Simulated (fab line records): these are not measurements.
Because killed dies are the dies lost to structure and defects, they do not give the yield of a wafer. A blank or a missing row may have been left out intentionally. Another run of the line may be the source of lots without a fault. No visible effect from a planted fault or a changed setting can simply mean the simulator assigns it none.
Code-filled problem report in 8D (eight disciplines) form ; flow nand-harc ; the parts of the form that need people (team, actions taken, sign-off) are left out

== 1. THE PROBLEM ==
At NHARC_A_ONON_D1_THK_MEAS_02, thk-nm averages 1470 nm over 6 wafers from 2 lots, while fault-free wafers read 1000 nm, standard deviation 12. That puts it +39 standard deviations away from the usual mean.
The step: measures by ellipsometry.
First seen on wafer L347.1, day 16 02:09, on film-metro-02. At this step, 36 wafers from 12 lots have a number in the record. The rule behind "out" and "out of limits": a value lying over 4 standard deviations away from the usual mean. The rest of the wafers with a number are treated as sound.

== 2. WHAT IT IS, WHAT IT ISN'T ==
question;is;is not
which readings at this step;thk-nm;-
which lots;L347, L348;L327, L328, L329, L330, L331, L332, L334, L335, L336, L350
which wafers of those lots;all that have a number;-
read on which gauges;film-metro-01, film-metro-02;-
when;from day 16 02:09;"up to then (27 sound wafers); but 3 sound wafers of L350 came after"

== 3. THE SUSPECTS, EACH WITH WHAT RULES IT OUT ==
Counting: any tool at a process step up to the reading is kept as a suspect provided that every lot that is out went through it and no sound lot did after the first of them.
- ruled out: the gauge at NHARC_A_ONON_D1_THK_MEAS_02. The wafers that are out were read on 2 gauges (film-metro-01, film-metro-02).
- rie-si-05 at NHARC_A_ZERO_WELL_ETCH_13 (etches the open film in HBr/Cl2, target depth 120 nm, time 40.1 s): ruled out as a lasting fault. Following L347 (day 15 02:49), the first lot on it that is out, the sound lots L350 were run on it.
- rtp-anneal-01 at NHARC_A_ZERO_WELL_RTA_16 (time 10 s): ruled out as a lasting fault. Following L347 (day 15 03:44), the first lot on it that is out, the sound lots L350 were run on it.
- pecvd-onon-03 at NHARC_A_ONON_D1_DEP_00 (target thk 1000 nm): kept. It processed each lot that is out, first L347 at day 16 01:38, and no sound lot thereafter; up to then, the last sound lot it processed was L336 at day 11 09:23.
The count leaves pecvd-onon-03 at NHARC_A_ONON_D1_DEP_00.

== 4. THE CAUSE (what the simulator had put in) ==
pecvd-onon-03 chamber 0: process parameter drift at NHARC_A_ONON_D1_DEP_00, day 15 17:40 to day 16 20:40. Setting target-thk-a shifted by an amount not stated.
The count eliminated every tool but this one.

== 5. THE EFFECT CHAIN, in route order ==
Each row: a reading where the mean over the struck wafers with a number is more than 3 standard deviations away from the usual. Only readings whose record carries a usual standard deviation are examined. hours: median over the lots of the time between each lot's start at the first step of this table that gives one and its start at this step. sigmas: the change, counted in usual standard deviations.
hours;step;reading;usual;on struck wafers;change;sigmas
0;NHARC_A_ONON_D1_THK_MEAS_02;thk-nm;1000 nm;1470;+470;+39
406;NHARC_END_SORT_01;killed-at-array;55;674;+619;+31
406;NHARC_END_SORT_01;killed-dies;60;677;+617;+31

== 6. HOW IT WOULD HAVE BEEN CAUGHT EARLIER ==
Counted from the fault's start at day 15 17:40, it took 8 hours until the first out-of-limits reading at a measuring or inspecting step in this record, taken at day 16 02:09.
Of the tool readings at NHARC_A_ONON_D1_DEP_00 for which the record gives a usual standard deviation, none was out on any struck wafer, so an alarm limit of 4 standard deviations on them would not have fired.
L348, from the lots that are out (2), started NHARC_A_ONON_D1_DEP_00 on pecvd-onon-03 later than day 16 02:09. Putting the tool on hold at that point would have spared it.
